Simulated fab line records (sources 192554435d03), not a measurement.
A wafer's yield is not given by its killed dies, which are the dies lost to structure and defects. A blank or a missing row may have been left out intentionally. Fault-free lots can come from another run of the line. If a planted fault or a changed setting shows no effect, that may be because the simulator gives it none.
Split-lot study    flow n5 finfet    21 wafers read across 7 lots, on a route 1938 steps long

ON THE SPLIT
At N5_BEOL_M0_SAQP_PECVD_96 (deposits a-Si from SiH4/He, target thk 45 nm, time 45.2 s), the setting time s was moved away from the recipe's 45.2 s on 8 of the 21 wafers read, by -11.6% to +10.3%. The other wafers ran this setting at the recipe's value.

FROM THE SPLIT TO THE READING: what the file shows between them, 4 steps
- N5_BEOL_M0_SAQP_PECVD_97: deposits SiNx from SiH4/NH3/N2, target thk 23 nm, time 19.9 s
- N5_BEOL_M0_SAQP_PECVD_04: deposits a-Si from SiH4/He, target thk 60 nm, time 60.2 s
- N5_BEOL_M0_SAQP_ETCH_101: etches SiNx in CH3F/O2, target depth 29.9 nm, time 42.7 s
- N5_BEOL_M0_SAQP_ETCH_102: etches SiO2 in CF4, target depth 4 nm, time 4.4 s

THE READING
oes product au, in a.u., at N5_BEOL_M0_SAQP_MANDREL_ETCH_103 (etches a-Si in HBr/Cl2, stops on SiCN, target depth 45 nm, bt time 10 s, time 27 s). Typical for fault-free wafers on this fab line: 0.690 a.u., with standard deviation 0.012 a.u.

wafer   tool, chamber at the split  time s as run, s  against the recipe  oes product au, a.u.  against lot-mates on the recipe
L079.1  pecvd-02, 1,2               45.2              recipe              0.689                 -
L079.4  pecvd-02, 1,2               45.2              recipe              0.692                 -
L079.6  pecvd-02, 0                 45.2              recipe              0.685                 -
L080.2  pecvd-04, 0                 45.2              recipe              0.681                 -
L080.3  pecvd-04, 2                 49.87             +10.3%              0.743                 +0.062
L080.6  pecvd-04, 2                 49.87             +10.3%              0.738                 +0.057
L083.2  pecvd-02, 2                 45.2              recipe              0.694                 -
L083.3  pecvd-02, 1                 39.96             -11.6%              0.646                 -0.048
L083.4  pecvd-02, 2                 39.96             -11.6%              0.642                 -0.052
L086.4  pecvd-01, 2                 45.2              recipe              0.711                 -
L086.5  pecvd-01, 0                 45.2              recipe              0.679                 -
L086.6  pecvd-01, 1                 45.2              recipe              0.683                 -
L088.1  pecvd-02, 1                 47.31             +4.7%               0.725                 +0.032
L088.4  pecvd-02, 2                 45.2              recipe              0.693                 -
L088.6  pecvd-02, 1                 47.31             +4.7%               0.733                 +0.040
L089.4  pecvd-02, 1                 49.47             +9.4%               0.754                 +0.064
L089.5  pecvd-02, 2                 45.2              recipe              0.690                 -
L089.6  pecvd-02, 0                 49.47             +9.4%               0.736                 +0.046
L094.2  pecvd-01, 1                 45.2              recipe              0.676                 -
L094.3  pecvd-01, 0                 45.2              recipe              0.676                 -
L094.6  pecvd-01, 2                 45.2              recipe              0.684                 -
Rows listing several chambers each stand for several wafers; the file does not say which wafer went through which chamber.

THE FIT
A straight line over all 21 wafers: oes product au changes by +0.00493 a.u. for each +1% of time s; r = +0.94; the points scatter about the line by 0.011 a.u.
The same after taking each lot's own level away (the mean of its wafers on the recipe; 21 wafers): +0.00523 a.u. for each +1%; r = +0.97; scatter 0.0083 a.u.
That fit puts the effect of the largest move of time s on the reading at 0.061 a.u.
The span of the lots' own levels, 0.6787 to 0.6940 a.u., comes to 1.3 times the standard deviation stated above.
Hence the lot-to-lot level has little effect on the slope; both slopes agree.
Check: -0.0613 a.u. against its lot-mates is what the line predicts for one of the wafers moved furthest among these (-11.6%) when that wafer is left out of the fit. Against them it came out at -0.048 a.u.

THE WHOLE CHAIN: every reading that the file lists as answering this split, in the file's order
step                              what it does                                                                        reading                                                                                change (the file's fit)                    r (the file's)
N5_BEOL_M0_SAQP_PECVD_96          deposits a-Si from SiH4/He, target thk 45 nm, time 45.2 s                           a-Si_of_BEOL_M0_SAQP_PECVD_96.thk nm (the simulator's own value, which no gauge read)  +0.462 nm for each +1% of the setting      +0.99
N5_BEOL_M0_SAQP_MANDREL_ETCH_103  etches a-Si in HBr/Cl2, stops on SiCN, target depth 45 nm, bt time 10 s, time 27 s  oes product au                                                                         +0.00534 a.u. for each +1% of the setting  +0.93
N5_BEOL_M0_SAQP_MANDREL_ETCH_103  etches a-Si in HBr/Cl2, stops on SiCN, target depth 45 nm, bt time 10 s, time 27 s  etch.depth nm (the simulator's own value, which no gauge read)                         +0.472 nm for each +1% of the setting      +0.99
N5_BEOL_M0_SAQP_SPACER2_ALD_26    deposits SiO2, target thk 15 nm, pulse time 1 s, purge time 2 s                     a-Si_of_BEOL_M0_SAQP_PECVD_96.thk nm (the simulator's own value, which no gauge read)  +0.473 nm for each +1% of the setting      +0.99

FILE'S OWN FIT
oes product au changes by +0.00534 a.u. for each +1% of time s, r = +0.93.
